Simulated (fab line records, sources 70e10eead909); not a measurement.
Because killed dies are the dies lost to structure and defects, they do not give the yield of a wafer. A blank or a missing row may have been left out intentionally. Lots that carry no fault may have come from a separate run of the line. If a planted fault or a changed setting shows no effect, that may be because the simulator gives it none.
Chamber matching / flow nand harc / NHARC_A_CONTACT_DEP_24 on pecvd-03: 3 sister chambers
The step deposits SiO2, target thk 500 nm. 20 wafers are shown with their chamber, then 10 later ones without.

EACH WAFER AND ITS CHAMBER
wafer=L074.2; chamber=2; throttle valve pct (%)=16.3; heater power w (W)=520
wafer=L074.4; chamber=1; throttle valve pct (%)=16.3; heater power w (W)=442
wafer=L074.5; chamber=0; throttle valve pct (%)=15.3; heater power w (W)=452
wafer=L079.4; chamber=0; throttle valve pct (%)=15.3; heater power w (W)=542
wafer=L079.5; chamber=2; throttle valve pct (%)=16.1; heater power w (W)=688
wafer=L079.6; chamber=1; throttle valve pct (%)=16.2; heater power w (W)=463
wafer=L078.1; chamber=1; throttle valve pct (%)=16.3; heater power w (W)=357
wafer=L078.3; chamber=0; throttle valve pct (%)=15.5; heater power w (W)=541
wafer=L078.5; chamber=0; throttle valve pct (%)=15.4; heater power w (W)=561
wafer=L076.1; chamber=2; throttle valve pct (%)=16.3; heater power w (W)=559
wafer=L076.2; chamber=0; throttle valve pct (%)=15.6; heater power w (W)=537
wafer=L076.6; chamber=0; throttle valve pct (%)=15.6; heater power w (W)=578
wafer=L076.3; chamber=1; throttle valve pct (%)=16.1; heater power w (W)=397
wafer=L076.4; chamber=1; throttle valve pct (%)=16.4; heater power w (W)=424
wafer=L076.5; chamber=2; throttle valve pct (%)=16.4; heater power w (W)=599
wafer=L085.3; chamber=2; throttle valve pct (%)=16.1; heater power w (W)=701
wafer=L085.4; chamber=1; throttle valve pct (%)=15.6; heater power w (W)=452
wafer=L085.5; chamber=2; throttle valve pct (%)=16.1; heater power w (W)=729
wafer=L085.1; chamber=1; throttle valve pct (%)=15.8; heater power w (W)=435
wafer=L085.2; chamber=0; throttle valve pct (%)=15.6; heater power w (W)=510

SIGNATURES (averages over the wafers above)
reading=throttle valve pct; chamber 0=15.471; chamber 1=16.100; chamber 2=16.217; scatter within a chamber=0.206
reading=heater power w; chamber 0=531.57; chamber 1=424.29; chamber 2=632.67; scatter within a chamber=56.5
Rule: a wafer lies at a distance from a chamber equal to the root of the sum of squares, over the readings, of (its reading less the chamber's mean, divided by the reading's scatter). If the next closest chamber is less than 2 further off than the closest, the wafer can't be placed; otherwise it belongs to the closest. How the scatter is found: for the shown wafers, subtract from each reading the mean of its chamber, square and add these, divide the total by (wafers less chambers), then take the root.

WAFERS WITHOUT THEIR CHAMBER
wafer=L085.6; throttle valve pct (%)=15.4; heater power w (W)=559
wafer=L084.1; throttle valve pct (%)=16.1; heater power w (W)=681
wafer=L084.2; throttle valve pct (%)=15.9; heater power w (W)=370
wafer=L084.6; throttle valve pct (%)=15.8; heater power w (W)=529
wafer=L084.3; throttle valve pct (%)=15.5; heater power w (W)=518
wafer=L084.4; throttle valve pct (%)=16.0; heater power w (W)=708
wafer=L084.5; throttle valve pct (%)=15.8; heater power w (W)=412
wafer=L087.2; throttle valve pct (%)=15.4; heater power w (W)=395
wafer=L087.4; throttle valve pct (%)=16.0; heater power w (W)=691
wafer=L087.6; throttle valve pct (%)=15.8; heater power w (W)=456

WHICH CHAMBER EACH ONE RAN IN
wafer=L085.6; from the rows above=0; in truth=0
wafer=L084.1; from the rows above=2; in truth=2
wafer=L084.2; from the rows above=1; in truth=1
wafer=L084.6; from the rows above=can't be placed: 0 or 1 or 2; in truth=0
wafer=L084.3; from the rows above=0; in truth=0
wafer=L084.4; from the rows above=2; in truth=2
wafer=L084.5; from the rows above=can't be placed: 1 or 0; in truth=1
wafer=L087.2; from the rows above=can't be placed: 0 or 1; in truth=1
wafer=L087.4; from the rows above=2; in truth=2
wafer=L087.6; from the rows above=can't be placed: 1 or 0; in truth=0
Placed correctly: 6 of 10. Can't be placed from these rows: 4 (the true chamber is among the candidates in 4). 0 placed wrongly.
